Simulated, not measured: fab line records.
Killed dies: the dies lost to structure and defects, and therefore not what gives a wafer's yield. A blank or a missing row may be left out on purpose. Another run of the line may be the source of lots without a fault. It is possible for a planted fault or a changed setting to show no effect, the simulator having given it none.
Problem report in the 8D (eight disciplines) form, filled by code || flow n5 finfet || the parts of the form that need people (team, actions taken, sign-off) are left out

## 1. PROBLEM STATEMENT
Wafers free of any fault read 326 nm (standard deviation 6) for M12_THK at N5_BEOL_M12_THK_MEAS_50, against a mean of 627 nm on 4 wafers of 2 lots. Measured from the usual mean, that is +50 standard deviations.
The step: measures by xrf.
First seen on wafer L408.2, day 13 14:14, on film metro-02. Wafers with a number at this step in the record: 27, from 9 lots. The rule behind "out" and "out of limits": a value lying over 4 standard deviations away from the usual mean. All remaining wafers that have a number are taken as sound.

## 2. WHAT IT IS, AND WHAT IT ISN'T
{"question": "which readings at this step", "is": "M12_THK", "is not": "-"}
{"question": "which lots", "is": "L408, L410", "is not": "L396, L397, L400, L402, L415, L417, L418"}
{"question": "which wafers of those lots", "is": "L408.2, L408.4, L410.2, L410.4", "is not": "L408.6, L410.1"}
{"question": "read on which gauges", "is": "film metro-02", "is not": "film metro-01"}
{"question": "when", "is": "from day 13 14:14", "is not": "up to then (13 sound wafers); but 10 sound wafers of L410, L415, L417, L418 came after"}

## 3. THE SUSPECTS, EACH WITH WHAT RULES IT OUT
Counting: a tool at a process step up to the reading stays a suspect if it ran every lot that is out. Sound lots after the first of them don't rule it out here, since some wafers of a struck lot are sound.
- the gauge at N5_BEOL_M12_THK_MEAS_50: ruled out. All the wafers that are out were read on film metro-02, but those of them that N5_BEOL_M12_CMP_49 has rows for are out there too, on other tools.
- cmp-04 at N5_BEOL_M12_CMP_49 (polishes, stops on SiOC, t overpolish 20.6 s, target thk 320 nm): kept. Every lot that is out went through it, the first being L408 (day 13 13:59); the last sound lot it ran before that was L402 (day 12 10:15). On those wafers its own readings are out: barrier field endpoint s, overpolish run s.
Left after counting: cmp-04 at N5_BEOL_M12_CMP_49.

## 4. THE CAUSE (what the simulator had put in)
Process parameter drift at N5_BEOL_M12_CMP_49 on cmp-04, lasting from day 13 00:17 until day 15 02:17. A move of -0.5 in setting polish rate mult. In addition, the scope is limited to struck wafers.
The count eliminated every tool but this one.

## 5. THE CHAIN OF EFFECTS, in route order
Each row: a reading where the mean over the struck wafers with a number is more than 3 standard deviations away from the usual. Readings are gone through only where the record gives a usual standard deviation; hours: the median, over the lots, of the time from a lot's start at the first step in this table giving one to that lot's start at this step; sigmas: the change measured in usual standard deviations.
{"hours": 0, "step": "N5_BEOL_M12_CMP_49", "reading": "barrier field endpoint s", "usual": "30.5 s", "on struck wafers": 59.7, "change": "+29.2", "sigmas": "+40"}
{"hours": 0, "step": "N5_BEOL_M12_CMP_49", "reading": "overpolish run s", "usual": "20.600 s", "on struck wafers": 6.545, "change": -14.055, "sigmas": "-99 or more"}
{"hours": 0, "step": "N5_BEOL_M12_THK_MEAS_50", "reading": "M12_THK", "usual": "326 nm", "on struck wafers": 627, "change": "+301", "sigmas": "+50"}
{"hours": 0, "step": "N5_BEOL_M12_INSPECT_55", "reading": "raw defect count", "usual": 76, "on struck wafers": 4822, "change": "+4746", "sigmas": "+99 or more"}
{"hours": 32, "step": "N5_PASSIVATION_PROBE_49", "reading": "defect limited yield", "usual": "91.3 %", "on struck wafers": 0.0, "change": -91.3, "sigmas": -61}
{"hours": 32, "step": "N5_PASSIVATION_PROBE_49", "reading": "killed_at_M4_up", "usual": 13, "on struck wafers": 1078, "change": "+1066", "sigmas": "+99 or more"}
{"hours": 32, "step": "N5_PASSIVATION_PROBE_49", "reading": "killed dies", "usual": 103, "on struck wafers": 1180, "change": "+1077", "sigmas": "+63"}
{"hours": 32, "step": "N5_PASSIVATION_PROBE_49", "reading": "killed on rim", "usual": 13, "on struck wafers": 152, "change": "+139", "sigmas": "+33"}
{"hours": 32, "step": "N5_PASSIVATION_PROBE_49", "reading": "sort n pass", "usual": 1077, "on struck wafers": 0, "change": -1077, "sigmas": -63}
{"hours": 32, "step": "N5_PASSIVATION_PROBE_49", "reading": "sort yield pct", "usual": "91.3 %", "on struck wafers": 0.0, "change": -91.3, "sigmas": -61}
The process steps in it:
- N5_BEOL_M12_CMP_49: polishes, stops on SiOC, t overpolish 20.6 s, target thk 320 nm.
- N5_PASSIVATION_PROBE_49

## 6. HOW IT WOULD HAVE BEEN CAUGHT EARLIER
The first out-of-limits reading at a measuring or inspecting step in this record came at day 13 14:14, 14 hours after the fault's start at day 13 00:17.
Tool's own readings at N5_BEOL_M12_CMP_49, barrier field endpoint s, overpolish run s: out on all struck wafers the step has rows for; an alarm limit on them would have tripped on the first.
L410, from the lots that are out (2), started N5_BEOL_M12_CMP_49 on cmp-04 later than day 13 14:14. A hold on the tool at that time would have spared it.
